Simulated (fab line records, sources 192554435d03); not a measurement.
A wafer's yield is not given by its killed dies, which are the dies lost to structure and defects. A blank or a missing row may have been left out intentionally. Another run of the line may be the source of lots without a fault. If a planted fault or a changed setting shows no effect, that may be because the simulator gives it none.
Lot-split experiment / flow n5Finfet / 21 wafers read from 7 lots, route of 1938 steps

## THE SPLIT
At N5_BEOL_M0_SAQP_ILD_DEP_01 (deposits SiOC from DEMS/O2, target thk 45.419 nm, time 8.7 s), the setting timeS was moved away from the recipe's 8.7 s on 8 of the 21 wafers read, by -13.2% to +9.5%. All remaining wafers had this setting at the recipe value.

Reading taken at the split's own step.

## THE READING
SiOC_of_BEOL_M0_SAQP_ILD_DEP_01.thkNm (the simulator's own value, which no gauge read), in nm, at N5_BEOL_M0_SAQP_ILD_DEP_01 (deposits SiOC from DEMS/O2, target thk 45.419 nm, time 8.7 s). There is no usual value for it anywhere in the file. Here, 13 wafers ran the recipe; their average is 45.5 nm with a standard deviation of 0.4 nm.

wafer=L074.1; tool, chamber at the split=pecvd-02, 2; timeS as run, s=9.317; against the recipe=+7.1%; SiOC_of_BEOL_M0_SAQP_ILD_DEP_01.thkNm, nm=48.6; against lot-mates on the recipe=+3.2
wafer=L074.2; tool, chamber at the split=pecvd-02, 0; timeS as run, s=8.7; against the recipe=recipe; SiOC_of_BEOL_M0_SAQP_ILD_DEP_01.thkNm, nm=45.2; against lot-mates on the recipe=-
wafer=L074.5; tool, chamber at the split=pecvd-02, 0; timeS as run, s=8.7; against the recipe=recipe; SiOC_of_BEOL_M0_SAQP_ILD_DEP_01.thkNm, nm=45.6; against lot-mates on the recipe=-
wafer=L075.1; tool, chamber at the split=pecvd-02, 0; timeS as run, s=8.7; against the recipe=recipe; SiOC_of_BEOL_M0_SAQP_ILD_DEP_01.thkNm, nm=45.2; against lot-mates on the recipe=-
wafer=L075.2; tool, chamber at the split=pecvd-02, 1; timeS as run, s=8.7; against the recipe=recipe; SiOC_of_BEOL_M0_SAQP_ILD_DEP_01.thkNm, nm=46; against lot-mates on the recipe=-
wafer=L075.3; tool, chamber at the split=pecvd-02, 2; timeS as run, s=7.548; against the recipe=-13.2%; SiOC_of_BEOL_M0_SAQP_ILD_DEP_01.thkNm, nm=39; against lot-mates on the recipe=-6.6
wafer=L078.1; tool, chamber at the split=pecvd-04, 1; timeS as run, s=9.321; against the recipe=+7.1%; SiOC_of_BEOL_M0_SAQP_ILD_DEP_01.thkNm, nm=48.6; against lot-mates on the recipe=+2.5
wafer=L078.4; tool, chamber at the split=pecvd-04, 2; timeS as run, s=8.7; against the recipe=recipe; SiOC_of_BEOL_M0_SAQP_ILD_DEP_01.thkNm, nm=46; against lot-mates on the recipe=-
wafer=L078.5; tool, chamber at the split=pecvd-04, 0; timeS as run, s=8.7; against the recipe=recipe; SiOC_of_BEOL_M0_SAQP_ILD_DEP_01.thkNm, nm=46.2; against lot-mates on the recipe=-
wafer=L083.3; tool, chamber at the split=pecvd-02, 1; timeS as run, s=8.7; against the recipe=recipe; SiOC_of_BEOL_M0_SAQP_ILD_DEP_01.thkNm, nm=45.2; against lot-mates on the recipe=-
wafer=L083.5; tool, chamber at the split=pecvd-02, 2; timeS as run, s=9.53; against the recipe=+9.5%; SiOC_of_BEOL_M0_SAQP_ILD_DEP_01.thkNm, nm=50.2; against lot-mates on the recipe=+4.8
wafer=L083.6; tool, chamber at the split=pecvd-02, 0; timeS as run, s=8.7; against the recipe=recipe; SiOC_of_BEOL_M0_SAQP_ILD_DEP_01.thkNm, nm=45.6; against lot-mates on the recipe=-
wafer=L094.1; tool, chamber at the split=pecvd-04, 2,1; timeS as run, s=8.7; against the recipe=recipe; SiOC_of_BEOL_M0_SAQP_ILD_DEP_01.thkNm, nm=45.6; against lot-mates on the recipe=-
wafer=L094.3; tool, chamber at the split=pecvd-04, 2,1; timeS as run, s=8.7; against the recipe=recipe; SiOC_of_BEOL_M0_SAQP_ILD_DEP_01.thkNm, nm=45.6; against lot-mates on the recipe=-
wafer=L094.2; tool, chamber at the split=pecvd-04, 0; timeS as run, s=8.7; against the recipe=recipe; SiOC_of_BEOL_M0_SAQP_ILD_DEP_01.thkNm, nm=45.8; against lot-mates on the recipe=-
wafer=L096.2; tool, chamber at the split=pecvd-03, 2; timeS as run, s=8.366; against the recipe=-3.8%; SiOC_of_BEOL_M0_SAQP_ILD_DEP_01.thkNm, nm=43; against lot-mates on the recipe=-1.8
wafer=L096.4; tool, chamber at the split=pecvd-03, 2; timeS as run, s=8.366; against the recipe=-3.8%; SiOC_of_BEOL_M0_SAQP_ILD_DEP_01.thkNm, nm=43; against lot-mates on the recipe=-1.8
wafer=L096.3; tool, chamber at the split=pecvd-03, 0; timeS as run, s=8.7; against the recipe=recipe; SiOC_of_BEOL_M0_SAQP_ILD_DEP_01.thkNm, nm=44.8; against lot-mates on the recipe=-
wafer=L097.3; tool, chamber at the split=pecvd-03, 1; timeS as run, s=7.722; against the recipe=-11.2%; SiOC_of_BEOL_M0_SAQP_ILD_DEP_01.thkNm, nm=39.8; against lot-mates on the recipe=-5.2
wafer=L097.4; tool, chamber at the split=pecvd-03, 2; timeS as run, s=7.722; against the recipe=-11.2%; SiOC_of_BEOL_M0_SAQP_ILD_DEP_01.thkNm, nm=40.4; against lot-mates on the recipe=-4.6
wafer=L097.5; tool, chamber at the split=pecvd-03, 1; timeS as run, s=8.7; against the recipe=recipe; SiOC_of_BEOL_M0_SAQP_ILD_DEP_01.thkNm, nm=45; against lot-mates on the recipe=-
If several chambers appear in one row, that row covers several wafers at once and the file leaves open which wafer was in which chamber.

FIT RESULTS
A straight line over all 21 wafers: SiOC_of_BEOL_M0_SAQP_ILD_DEP_01.thkNm changes by +0.483 nm for each +1% of timeS; r = +0.99; the points scatter about the line by 0.41 nm.
The same after taking each lot's own level away (the mean of its wafers on the recipe; 21 wafers): +0.457 nm for each +1%; r = +0.99; scatter 0.32 nm.
The reading moves by 6.1 nm for the largest change in timeS, on that fit.
The span of the lots' own levels, 44.80 to 46.10 nm, comes to 3.2 times the standard deviation stated above.
The two slopes agree, so the slope changes little with the lot-to-lot level.
Check: -5.87 nm against its lot-mates is what the line predicts for one of the wafers moved furthest among these (-13.2%) when that wafer is left out of the fit. Against them it came out at -6.6 nm.

## THE OTHER SPLITS THESE WAFERS WENT THROUGH
Note: prior to the reading, these wafers also went through further splits. Each is held against what the fit with the lots' levels taken away leaves over:
other split on the same wafers=N5_MOL_CONTACT_COAG_ETCH_47 sourceW; wafers away from the commonest value=8; r with SiOC_of_BEOL_M0_SAQP_ILD_DEP_01.thkNm (lot level and that fit taken away)=+0.02

## THE FILE'S OWN FIT
SiOC_of_BEOL_M0_SAQP_ILD_DEP_01.thkNm changes by +0.463 nm for each +1% of timeS, r = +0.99.
